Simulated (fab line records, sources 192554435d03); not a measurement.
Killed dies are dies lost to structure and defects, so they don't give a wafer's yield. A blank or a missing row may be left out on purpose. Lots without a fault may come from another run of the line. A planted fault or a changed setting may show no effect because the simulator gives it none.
Which tool did it? | flow n5_finfet | 9 lots, 27 wafers sampled, at 6 steps of a route of 1938

WHAT THE GAUGES READ, wafer by wafer
N5_BEOL_M0_SAQP_CD_MEAS_25: target cd 13.1 nm.
lot  | measured     | on        | cd_nm (nm)
L490 | day 5 17:52  | cd_sem-02 | 13.11 12.63 12.88
L492 | day 6 10:52  | cd_sem-01 | 12.68 12.77 12.97
L493 | day 6 10:55  | cd_sem-03 | 13.02 12.99 12.69
L496 | day 7 05:15  | cd_sem-02 | 12.64 12.92 13.14
L498 | day 7 19:31  | cd_sem-02 | 13.22 12.92 12.79
L499 | day 8 06:56  | cd_sem-02 | 12.92 13.08 12.67
L501 | day 8 18:29  | cd_sem-02 | 12.62 13.05 12.95
L505 | day 9 17:00  | cd_sem-03 | 23.64 12.34 12.64
L512 | day 11 10:34 | cd_sem-03 | 12.98 12.58 12.73

N5_BEOL_M4_RC_MEAS_101.
lot  | measured     | on        | DIBL_N (mV/V)  | DIBL_P (mV/V)  | IOFF_N (nA/um)    | IOFF_P (nA/um) | ION_N (uA/um) | ION_P (uA/um) | SS_N (mV/dec)  | SS_P (mV/dec)  | VT_N (mV)   | VT_P (mV)
L490 | day 8 09:25  | prober-02 | 35.3 37.4 35.5 | 36.1 37.9 35.7 | 0.139 0.165 0.137 | 0.18 0.20 0.18 | 670 675 673   | 453 460 456   | 71.1 71.7 71.6 | 73.2 73.4 72.4 | 252 250 253 | -255 -250 -252
L492 | day 9 00:14  | prober-02 | 38.4 39.5 36.4 | 37.5 39.5 35.9 | 0.175 0.193 0.144 | 0.22 0.27 0.20 | 679 685 678   | 461 473 464   | 72.8 72.2 70.8 | 73.6 74.4 73.0 | 251 250 251 | -251 -249 -253
L493 | day 9 06:08  | prober-01 | 37.5 37.4 36.8 | 36.1 36.3 35.5 | 0.193 0.183 0.180 | 0.24 0.25 0.24 | 691 685 697   | 468 471 476   | 71.4 70.9 70.6 | 73.7 73.9 72.9 | 245 246 245 | -246 -243 -243
L496 | day 9 15:46  | prober-01 | 33.7 33.4 31.5 | 33.4 32.9 30.3 | 0.121 0.111 0.091 | 0.17 0.15 0.13 | 658 653 647   | 458 450 445   | 70.6 70.4 70.2 | 72.8 72.2 72.0 | 253 254 256 | -255 -253 -257
L498 | day 10 08:57 | prober-01 | 35.2 35.3 36.4 | 35.2 35.7 37.6 | 0.136 0.153 0.168 | 0.18 0.20 0.22 | 671 688 688   | 462 468 469   | 71.4 70.8 71.9 | 73.4 72.8 72.6 | 250 249 246 | -252 -249 -248
L499 | day 11 00:27 | prober-01 | 36.1 35.8 35.7 | 38.3 37.3 36.3 | 0.179 0.177 0.165 | 0.27 0.27 0.23 | 676 675 670   | 469 474 467   | 71.6 71.6 71.9 | 74.0 74.0 72.8 | 250 247 248 | -243 -244 -248
L501 | day 11 00:41 | prober-02 | 33.4 33.7 36.6 | 32.2 32.9 37.2 | 0.113 0.112 0.168 | 0.16 0.17 0.23 | 656 659 684   | 449 457 465   | 71.4 70.6 71.2 | 71.8 72.4 73.2 | 254 255 249 | -252 -251 -248
L505 | day 12 05:54 | prober-02 | 37.7 36.3      | 36.3 34.5      | 0.164 0.134       | 0.22 0.19      | 667 669       | 461 459       | 71.1 71.4      | 73.8 73.2      | 252 251     | -251 -249
L512 | day 13 18:08 | prober-01 | 38.3 34.6 35.0 | 36.3 32.5 33.8 | 0.182 0.124 0.136 | 0.21 0.17 0.18 | 675 668 665   | 454 456 461   | 71.5 71.3 71.1 | 73.9 72.6 73.1 | 248 254 249 | -251 -253 -253

WHICH TOOL RAN EACH LOT (tool, then ch and the chambers of the sampled wafers, then the start)
lot  | N5_BEOL_M0_SAQP_PECVD_03        | N5_BEOL_M0_SAQP_HM_OPEN_112        | N5_BEOL_M0_SAQP_SPACER1_ALD_98   | N5_BEOL_M0_SAQP_RECESS_104
L490 | pecvd-02 ch 0,1, day 5 15:25    | rie_diel-04 ch 2,3, day 5 16:23    | ald_sin-03 ch 0,3, day 5 17:05   | vapor_etch-01 ch 0,1, day 5 18:08
L492 | pecvd-01 ch 0,1, day 6 08:13    | rie_diel-03 ch 1,3, day 6 09:11    | ald_sin-03 ch 1,2,3, day 6 10:11 | vapor_etch-01 ch 0,1, day 6 11:16
L493 | pecvd-02 ch 0,1,2, day 6 08:19  | rie_diel-03 ch 2,3, day 6 09:29    | ald_sin-04 ch 0,1,3, day 6 10:14 | vapor_etch-01 ch 0,1, day 6 11:38
L496 | pecvd-02 ch 0,1, day 7 03:01    | rie_diel-03 ch 1,2,3, day 7 03:52  | ald_sin-02 ch 1,2,3, day 7 04:35 | vapor_etch-01 ch 0, day 7 05:31
L498 | pecvd-01 ch 0,1, day 7 17:16    | rie_diel-02 ch 0,1,3, day 7 18:07  | ald_sin-04 ch 1,2, day 7 18:51   | vapor_etch-02 ch 0,1, day 7 19:47
L499 | pecvd-01 ch 0,1,2, day 8 03:46  | rie_diel-02 ch 0,1, day 8 04:38    | ald_sin-02 ch 0,1, day 8 06:08   | vapor_etch-01 ch 0,1, day 8 07:22
L501 | pecvd-01 ch 0,1,2, day 8 15:15  | rie_diel-03 ch 0,1,3, day 8 16:13  | ald_sin-03 ch 0,2,3, day 8 17:49 | vapor_etch-01 ch 0,1, day 8 18:44
L505 | pecvd-02 ch 0,2, day 9 14:47    | rie_diel-04 ch 2,3, day 9 15:38    | ald_sin-03 ch 1,2,3, day 9 16:20 | vapor_etch-01 ch 0,1, day 9 17:16
L512 | pecvd-03 ch 0,1,2, day 11 07:35 | rie_diel-02 ch 1,2,3, day 11 08:28 | ald_sin-02 ch 0,3, day 11 09:54  | vapor_etch-01 ch 0,1, day 11 10:50
- N5_BEOL_M0_SAQP_PECVD_03: deposits SiCN from 3MS/NH3, target thk 12 nm, time 21.1 s.
- N5_BEOL_M0_SAQP_HM_OPEN_112: chemistry CHF3/O2, target SiO2, stops on a-Si, target depth 12 nm, time 13.5 s.
- N5_BEOL_M0_SAQP_SPACER1_ALD_98: deposits SiO2, target thk 12.8 nm, pulse time 1 s, purge time 2 s.
- N5_BEOL_M0_SAQP_RECESS_104: chemistry HF/NH3, target SiO2, target depth 18 nm, afs cycles 3, sublimation time 60 s.

WHAT THE TOOLS THEMSELVES READ (means of the sampled wafers that have a number; where no wafer has one, the mark that the record gives instead)
N5_BEOL_M0_SAQP_PECVD_03.
lot  | tool     | chamber_pressure_Torr (Torr) | showerhead_plenum_p_Torr (Torr) | throttle_valve_pct (%)
L490 | pecvd-02 | 2.995                        | 3.679                           | 9.4
L492 | pecvd-01 | 3.003                        | 3.675                           | 9.1
L493 | pecvd-02 | 2.999                        | 3.667                           | 9.0
L496 | pecvd-02 | 3.002                        | 3.673                           | 9.4
L498 | pecvd-01 | 3.001                        | 3.666                           | 9.4
L499 | pecvd-01 | 2.996                        | 3.664                           | 8.8
L501 | pecvd-01 | 3.000                        | 3.673                           | 9.0
L505 | pecvd-02 | 3.001                        | 3.672                           | 8.8
L512 | pecvd-03 | 3.008                        | 3.677                           | 9.1

N5_BEOL_M0_SAQP_HM_OPEN_112.
lot  | tool        | drypump_motor_current_A (A) | oes_o_777_au (a.u.) | oes_product_au (a.u.) | rf_vpp_V (V) | showerhead_plenum_p_Torr (Torr) | throttle_valve_pct (%)
L490 | rie_diel-04 | 5.8                         | 0.76                | 0.48                  | 528          | 2.48                            | 18.84
L492 | rie_diel-03 | 5.7                         | 0.75                | 0.49                  | 522          | 2.34                            | 18.95
L493 | rie_diel-03 | 5.3                         | 0.74                | 0.48                  | 521          | 2.34                            | 18.87
L496 | rie_diel-03 | 5.7                         | 0.74                | 0.48                  | 521          | 2.36                            | 18.83
L498 | rie_diel-02 | 6.0                         | 0.75                | 0.49                  | 529          | 2.45                            | 18.84
L499 | rie_diel-02 | 5.5                         | 0.79                | 0.52                  | 528          | 2.46                            | 18.75
L501 | rie_diel-03 | 5.9                         | 0.72                | 0.47                  | 523          | 2.33                            | 18.98
L505 | rie_diel-04 | 5.8                         | 0.74                | 0.47                  | 528          | 2.47                            | 18.88
L512 | rie_diel-02 | 6.3                         | 0.80                | 0.52                  | 525          | 2.39                            | 18.72

N5_BEOL_M0_SAQP_SPACER1_ALD_98.
lot  | tool       | chamber_pressure_Torr (Torr) | heater_power_w (W) | precursor_pulse_height_rel
L490 | ald_sin-03 | 1.999                        | 512                | 1.001
L492 | ald_sin-03 | 1.995                        | 513                | 0.979
L493 | ald_sin-04 | 1.999                        | 411                | 0.996
L496 | ald_sin-02 | 1.998                        | 473                | 0.985
L498 | ald_sin-04 | 2.000                        | 539                | 0.989
L499 | ald_sin-02 | 1.997                        | 494                | 1.017
L501 | ald_sin-03 | 2.002                        | 499                | 0.989
L505 | ald_sin-03 | 1.997                        | 518                | 1.016
L512 | ald_sin-02 | 2.001                        | 493                | 1.007

N5_BEOL_M0_SAQP_RECESS_104.
lot  | tool          | drypump_motor_current_A (A)
L490 | vapor_etch-01 | 5.9
L492 | vapor_etch-01 | 5.9
L493 | vapor_etch-01 | 5.8
L496 | vapor_etch-01 | 5.6
L498 | vapor_etch-02 | 4.9
L499 | vapor_etch-01 | 5.8
L501 | vapor_etch-01 | 5.8
L505 | vapor_etch-01 | 5.9
L512 | vapor_etch-01 | 5.8

THE ANSWER, worked out from the rows above alone
Rule: what is usual is taken from the lots themselves. Put in order of their means at a reading, lots are off if they are a third of the lots or fewer, leave a main group of 4 or more, and stand apart from it by a gap of 3 or more times the standard deviation of the main group's means; of several such gaps the widest counts. A main group whose means are all the same, to the digits that the tables above print for the reading, isn't used. A lot without any number at a reading at which 4 lots or more have one is off too. The other lots that the step has rows for count as sound. The gauges are gone through in route order, then the tools' own readings, and for those a lot's mean is taken as printed above. The first step at which some lot is off is used, and at that step the reading that is off furthest; a lot without a number counts as furthest.
Off: L505, at N5_BEOL_M0_SAQP_CD_MEAS_25 (cd_nm). The main group: mean 12.87 nm, standard deviation 0.06.
A tool fits if, at a process step before that reading, it ran every lot that is off, and no sound lot after the first of them. The gauges at N5_BEOL_M0_SAQP_CD_MEAS_25 are tried like those tools. Can't be told from this: 3 tools fit, pecvd-02 at N5_BEOL_M0_SAQP_PECVD_03, rie_diel-04 at N5_BEOL_M0_SAQP_HM_OPEN_112, ald_sin-03 at N5_BEOL_M0_SAQP_SPACER1_ALD_98.

WHAT THE SIMULATOR HAD PUT IN
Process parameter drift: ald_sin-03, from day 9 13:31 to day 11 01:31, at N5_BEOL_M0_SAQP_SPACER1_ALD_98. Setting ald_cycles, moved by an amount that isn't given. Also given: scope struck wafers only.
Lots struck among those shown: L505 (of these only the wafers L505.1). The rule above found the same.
